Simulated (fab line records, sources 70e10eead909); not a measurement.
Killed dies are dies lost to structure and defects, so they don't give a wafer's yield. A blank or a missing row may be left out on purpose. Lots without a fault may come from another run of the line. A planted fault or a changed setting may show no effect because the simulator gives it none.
fab line records | flow nand_harc
record lots=14 wafers=42 last_day=24
route steps=1159 shown P_BONDPAD@375 A_ZERO_WELL@405 A_ONON_D1@428 END@1159
lots that met no fault: from a run of the same line without faults
start_h: hours from the record's first day to the start of the lot's first wafer shown | wait_h: hours since the lot's step before | " the same as in the row above | L1.1+2: a row that stands for several wafers | - no value, or no start given | * or withheld: withheld | < > ~ a bound
route shown NAME@n: a module of which the file shows steps, and the number in the route of the first | usual: mean/standard deviation of fault-free wafers | same: alike in all rows | chamber/n: place in a boat | sites: the reading at each site | _std_site: their standard deviation | _edge_site: outer sites' mean less inner sites' | radius_mm: how far each site lies from the wafer's centre | mask NAME#n: copy n | behind: the tool/chamber that last shaped the wafer | hold: why the lot was held/for how many hours/how that ended | device: the transistor (n, p or np) that didn't switch | end of line: the same wafers' tests at the end of the route | a step without rows: its recipe alone | killed: dies lost to structure and defects at the first sort, not the wafer's yield | map: a wafer's dies, x killed, . not, _ none there
set.NAME: the setting as run; set.NAME@STEP: as run at that earlier step | model.NAME: the simulator's own value behind a step, which no gauge read
steps of the route over a sample of lots; a table a step, a row a wafer
services: from which hour (start_h, from the record's first day; less than 0 if before it) a tool's chamber was out of use, for how many hours, and why
## steps
# step NHARC_P_BONDPAD_PRE_CLEAN_26
# recipe time_s=30 temp_c=280 gas=H2/He
# usual heater_power_w=413/58
# columns lot.wafer tool chamber start_h wait_h heater_power_w
L675.3 pvd_sputter-01 - - - 395
L675.2 " - " " 386
L675.4 " - " " 473
L678.1 pvd_sputter-01 - - - 461
L678.6 " - " " 381
L678.5 " - " " 478
L676.4 pvd_sputter-03 - - - 317
L676.3 " - " " 440
L676.6 " - " " 485
L679.1 pvd_sputter-02 - - - 365
L679.2 " - " " 365
L679.4 " - " " 370
L680.1 pvd_sputter-03 - - - 424
L680.2 " - " " 469
L680.6 " - " " 419
L681.3 pvd_sputter-02 - - - 363
L681.1 " - " " 373
L681.6 " - " " 446
L685.2 pvd_sputter-03 - - - 419
L685.1 " - " " 466
L685.5 " - " " 310
L687.1 pvd_sputter-02 - - - 356
L687.6 " - " " 364
L687.5 " - " " 367
L691.4 pvd_sputter-02 - - - 356
L691.5 " - " " 334
L691.6 " - " " 455
L692.1 pvd_sputter-01 - - - 483
L692.4 " - " " 379
L692.3 " - " " 386
L695.4 pvd_sputter-02 - - - 352
L695.6 " - " " 353
L695.5 " - " " 448
L696.2 pvd_sputter-01 - - - 395
L696.4 " - " " 499
L696.1 " - " " 482
L697.3 pvd_sputter-01 - - - 391
L697.4 " - " " 394
L697.6 " - " " 483
L698.2 pvd_sputter-03 - - - 453
L698.1 " - " " 311
L698.4 " - " " 476
# step NHARC_A_ZERO_WELL_ETCH_13
# recipe target_depth_a=1200 time_s=40.1 hbr_flow_sccm=150 cl2_flow_sccm=50 rf_w=400 icp_w=400 bias_w=100 chemistry=HBr/Cl2
# usual bias_w=100.01/0.3 drypump_motor_current_A=5.4/0.4 oes_product_au=1.001/0.0088 throttle_valve_pct=26.406/0.0089
# columns lot.wafer tool chamber start_h wait_h bias_w drypump_motor_current_A oes_product_au rf_hours_counter_h throttle_valve_pct
L675.3 rie_si-05 0 155.28 - 100.10 5.4 0.996 0.6 26.398
L675.4 " 1 " " 99.50 5.1 1.021 0.5 26.396
L675.2 " 2 " " 100.38 5.7 0.994 0.5 26.408
L678.1 rie_si-01 2 155.77 - 99.80 5.5 0.986 0.1 26.402
L678.5 " 1 " " 99.93 5.0 0.999 - 26.408
L678.6 " 2 " " 100.09 5.5 0.991 - 26.415
L676.3 rie_si-02 1 156.50 - 100.33 5.6 0.998 0.7 26.399
L676.4 " 2 " " 99.82 5.8 1.015 0.9 26.407
L676.6 " 3 " " 99.60 5.3 1.015 - 26.406
L679.2 rie_si-05 0 161.21 - 100.80 5.4 0.995 0.6 26.408
L679.1 " 1 " " 100.14 5.1 1.002 0.6 26.394
L679.4 " 2 " " 100.08 5.7 1.001 - 26.421
L680.2 rie_si-01 2 165.12 - 100.07 5.5 0.988 0.2 26.429
L680.1 " 3 " " 99.68 4.8 1.002 0.1 26.403
L680.6 " 0 " " 99.57 5.5 0.990 - 26.402
L681.1 rie_si-05 1 170.60 - 100.44 5.2 1.011 0.7 26.419
L681.3 " 2 " " 100.09 5.7 1.003 0.8 26.417
L681.6 " 2 " " 99.92 5.7 0.997 - 26.424
L685.2 rie_si-05 3 195.60 - 100.31 5.2 0.993 0.9 26.410
L685.1 " 0 " " 99.87 5.4 0.991 1.1 26.410
L685.5 " 2 " " 100.21 5.7 0.987 - 26.383
L687.1 rie_si-05 1 213.54 - 99.89 5.1 0.997 1.1 26.421
L687.6 " 0 " " 100.10 5.4 1.004 - 26.399
L687.5 " 1 " " 100.04 5.1 0.994 - 26.406
L691.4 rie_si-02 1 232.07 - 99.79 5.6 0.997 0.0 26.416
L691.5 " 3 " " 100.11 5.4 1.001 - 26.411
L691.6 " 0 " " 99.96 6.5 1.008 - 26.406
L692.3 rie_si-01 1 242.33 - 99.84 5.0 1.007 0.8 26.407
L692.1 " 2 " " 100.19 5.5 0.996 0.7 26.397
L692.4 " 0 " " 100.07 5.5 0.997 0.7 26.409
L695.4 rie_si-01 2 250.61 - 99.95 5.5 0.991 0.9 26.391
L695.6 " 2 " " 100.31 5.5 0.994 - 26.413
L695.5 " 3 " " 100.00 4.8 0.997 - 26.400
L696.2 rie_si-05 0 268.26 - 99.82 5.4 1.015 0.1 26.413
L696.4 " 1 " " 99.76 5.1 1.005 0.1 26.409
L696.1 " 3 " " 100.47 5.3 0.995 0.1 26.404
L697.3 rie_si-01 1 269.03 - 100.17 5.0 0.996 1.0 26.408
L697.4 " 3 " " 100.09 4.9 1.013 0.9 26.408
L697.6 " 0 " " 99.90 5.4 0.995 - 26.425
L698.4 rie_si-05 1 275.84 - 99.90 5.1 1.010 0.2 26.403
L698.2 " 2 " " 99.88 5.7 1.008 0.2 26.410
L698.1 " 3 " " 100.11 5.3 0.993 0.1 26.396
# step NHARC_A_ONON_D1_DEP_06
# recipe target_thk_a=10000 n2_flow_sccm=2750 n2o_flow_sccm=2000 nh3_flow_sccm=500 sih4_flow_sccm=210 temp_c=400
# columns lot.wafer tool chamber start_h wait_h
L676.3+4+6 pecvd_onon-01 0 178.32 0.2
L678.1+5+6 pecvd_onon-02 0 178.35 0.1
L675.2+3+4 pecvd_onon-01 0 178.62 0.1
L679.1+2+4 pecvd_onon-02 0 183.93 0.1
L680.1+2+6 pecvd_onon-01 0 187.92 0.1
L681.1+3+6 pecvd_onon-02 0 193.61 0.1
L685.1+2+5 pecvd_onon-02 0 216.90 0.1
L687.1+5+6 pecvd_onon-02 0 234.26 0.1
L691.4+5+6 pecvd_onon-03 0 258.61 0.2
L692.1+3+4 pecvd_onon-01 0 267.95 0.1
L695.4+5+6 pecvd_onon-01 0 276.25 0.2
L696.1+2+4 pecvd_onon-01 0 292.71 0.1
L697.3+4+6 pecvd_onon-03 0 292.80 0.2
L698.1+2+4 pecvd_onon-03 0 298.48 0.1
# step NHARC_A_ONON_D1_THK_MEAS_08
# recipe thk_meas_gauge=ellipsometry
# usual thk_nm=999/10
# columns lot.wafer tool chamber start_h wait_h thk_nm
L676.3 film_metro-02 - 178.71 - 999
L676.4 " - " " 998
L676.6 " - " " 998
L678.1 film_metro-01 - 178.86 - 1005
L678.5 " - " " 1004
L678.6 " - " " 1003
L675.2 film_metro-01 - 179.07 - 1002
L675.3 " - " " 1001
L675.4 " - " " 1001
L679.1 film_metro-02 - 184.45 - 1010
L679.2 " - " " 1006
L679.4 " - " " 1008
L680.1 film_metro-02 - 188.44 - 980
L680.2 " - " " 980
L680.6 " - " " 978
L681.1 film_metro-02 - 194.12 - 1008
L681.3 " - " " 1007
L681.6 " - " " 1006
L685.1 film_metro-02 - 217.41 - 980
L685.2 " - " " 981
L685.5 " - " " 1727
L687.1 film_metro-02 - 234.77 - 996
L687.5 " - " " 1743
L687.6 " - " " 996
L691.4 film_metro-02 - 258.95 - 998
L691.5 " - " " 998
L691.6 " - " " 1000
L692.1 film_metro-02 - 268.47 - 1014
L692.3 " - " " 1014
L692.4 " - " " 1012
L695.4 film_metro-02 - 276.59 - 1006
L695.5 " - " " 1005
L695.6 " - " " 1003
L697.3 film_metro-02 - 293.19 - 1002
L697.4 " - " " 1004
L697.6 " - " " 1004
L696.1 film_metro-01 - 293.22 - 1012
L696.2 " - " " 1013
L696.4 " - " " 1012
L698.1 film_metro-01 - 299.00 - 995
L698.2 " - " " 995
L698.4 " - " " 994
# step NHARC_END_SORT_01
# recipe temp_c=25
# usual killed_at_array=29/10 killed_at_other=0.7/1.1 killed_at_periphery=3.2/2.2 killed_dies=33/11 killed_open=3.5/1.8 killed_short=2.0/1.4
# same gross_dies=677
# columns lot.wafer tool chamber start_h wait_h killed_at_array killed_at_other killed_at_periphery killed_dies killed_open killed_short
L685.1 prober-01 0 505.93 2.5 26 1 0 27 3 1
L685.2 prober-01 0 506.72 2.8 26 2 0 28 2 2
L685.5 prober-01 0 509.11 3.7 675 1 1 677 2 3
L687.1 prober-02 0 506.07 2.5 42 0 4 46 3 5
L687.5 prober-02 0 509.29 3.7 677 0 0 677 0 3
L687.6 prober-02 0 510.10 4.0 37 0 2 39 2 2
# killed by level:class
L685.1 A_CHANNEL_HOLE_D1:chamber_film_flake=12 A_STAIRCASE:chamber_film_flake=4 A_CONTACT:chamber_film_flake=4 A_M0:geometric_particle:open=2 A_SLIT:chamber_film_flake=2 A_CONTACT:geometric_particle:short=1 A_CONTACT:geometric_particle:open=1 THIN_TSV:chamber_film_flake=1
L687.1 A_CHANNEL_HOLE_D1:chamber_film_flake=15 A_SLIT:chamber_film_flake=13 A_CHANNEL_HOLE_D1:geometric_particle:short=3 P_M2:chamber_film_flake=3 A_STAIRCASE:chamber_film_flake=3 A_CONTACT:chamber_film_flake=3 A_ONON_D1:geometric_particle:open=2 A_ONON_D1:geometric_particle:short=1
L685.2 A_CHANNEL_HOLE_D1:chamber_film_flake=12 A_STAIRCASE:chamber_film_flake=5 A_SLIT:chamber_film_flake=3 A_CONTACT:chamber_film_flake=2 THIN_TSV:chamber_film_flake=2 A_ONON_D1:geometric_particle:short=1 A_CHANNEL_FILL_D1:geometric_particle:open=1 A_WL_FILL:geometric_particle:short=1
L685.5 A_ONON_D1:area_dep=646 A_CHANNEL_HOLE_D1:chamber_film_flake=14 A_SLIT:chamber_film_flake=5 A_STAIRCASE:chamber_film_flake=3 A_CONTACT:geometric_particle:open=2 A_CONTACT:chamber_film_flake=2 A_ONON_D1:geometric_particle:short=1 A_CHANNEL_FILL_D1:geometric_particle:short=1
L687.5 A_ONON_D1:area_dep=623 A_CHANNEL_HOLE_D1:chamber_film_flake=19 A_SLIT:chamber_film_flake=16 A_STAIRCASE:chamber_film_flake=9 A_CONTACT:chamber_film_flake=4 A_WL_FILL:chamber_film_flake=3 A_CHANNEL_FILL_D1:geometric_particle:short=1 A_WL_FILL:geometric_particle:short=1
L687.6 A_CHANNEL_HOLE_D1:chamber_film_flake=13 A_SLIT:chamber_film_flake=11 A_STAIRCASE:chamber_film_flake=7 A_M0:geometric_particle:open=2 A_CONTACT:chamber_film_flake=2 P_CONTACT:geometric_particle:short=1 A_CONTACT:geometric_particle:short=1 P_M2:chamber_film_flake=1
## services
# columns tool chamber start_h hours kind
pecvd_onon-03 - 153.00 13.0 pm
pvd_sputter-01 - 158.03 10.0 pm
rie_si-05 3 160.62 10.7 repair
rie_si-02 - 163.11 1.7 repair
pvd_sputter-01 - 173.50 0.9 repair
rie_si-05 1 176.48 2.6 repair
pvd_sputter-01 - 191.58 1.5 repair
pecvd_onon-01 - 195.22 13.0 pm
rie_si-02 - 211.00 9.0 pm
pecvd_onon-03 - 212.82 20.0 repair
pvd_sputter-02 - 214.02 10.0 pm
rie_si-05 0 217.18 11.8 repair
rie_si-05 2 220.95 3.0 repair
rie_si-05 - 239.00 9.0 pm
rie_si-05 0 239.00 9.0 vent_cycle
rie_si-05 1 239.00 9.0 vent_cycle
rie_si-05 2 239.00 9.0 vent_cycle
rie_si-05 3 239.00 9.0 vent_cycle
rie_si-05 0 248.00 - clean
rie_si-05 1 248.00 - clean
pvd_sputter-01 - 257.38 5.2 repair
pvd_sputter-03 - 280.00 10.0 pm
rie_si-05 - 283.92 1.1 repair
pecvd_onon-02 - 292.13 13.0 pm
## key
first_sign step=NHARC_A_ONON_D1_THK_MEAS_08 reading=thk_nm direction=up sigmas=74 usual=999 struck=1735
effect step=NHARC_END_SORT_01 reading=killed_at_array direction=up sigmas=63 usual=29 struck=676
more_kills_born_at NHARC_A_ONON_D1_DEP_06@pecvd_onon-02=1269
met_at NHARC_A_ONON_D1_DEP_06
struck_lots L685,L687
struck_wafers L685.5,L687.5
later_rows_left_out L685.5,L687.5
tester_left_out L685,L687
not_acting_at NHARC_P_BONDPAD_PRE_CLEAN_26,NHARC_A_ZERO_WELL_ETCH_13
onset_between 193.61 216.90
fault kind=process_parameter_drift tool=pecvd_onon-02 chamber=- onset_h=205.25 steps=NHARC_A_ONON_D1_DEP_06 channel=target_thk_a offset=* shape=step end_h=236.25 scope=struck_wafers_only acts_in=* stated=*
# tester_left_out: of these lots the tester's yield and bins aren't shown, on N5 and GAA mostly nor the transistor test; their killed dies are dies lost to structure and defects alone, not to doping, threshold or leakage, so they don't give the yield
# later_rows_left_out: the simulator's readings of these wafers behind a module that went badly wrong aren't trusted and aren't shown, but for the sort
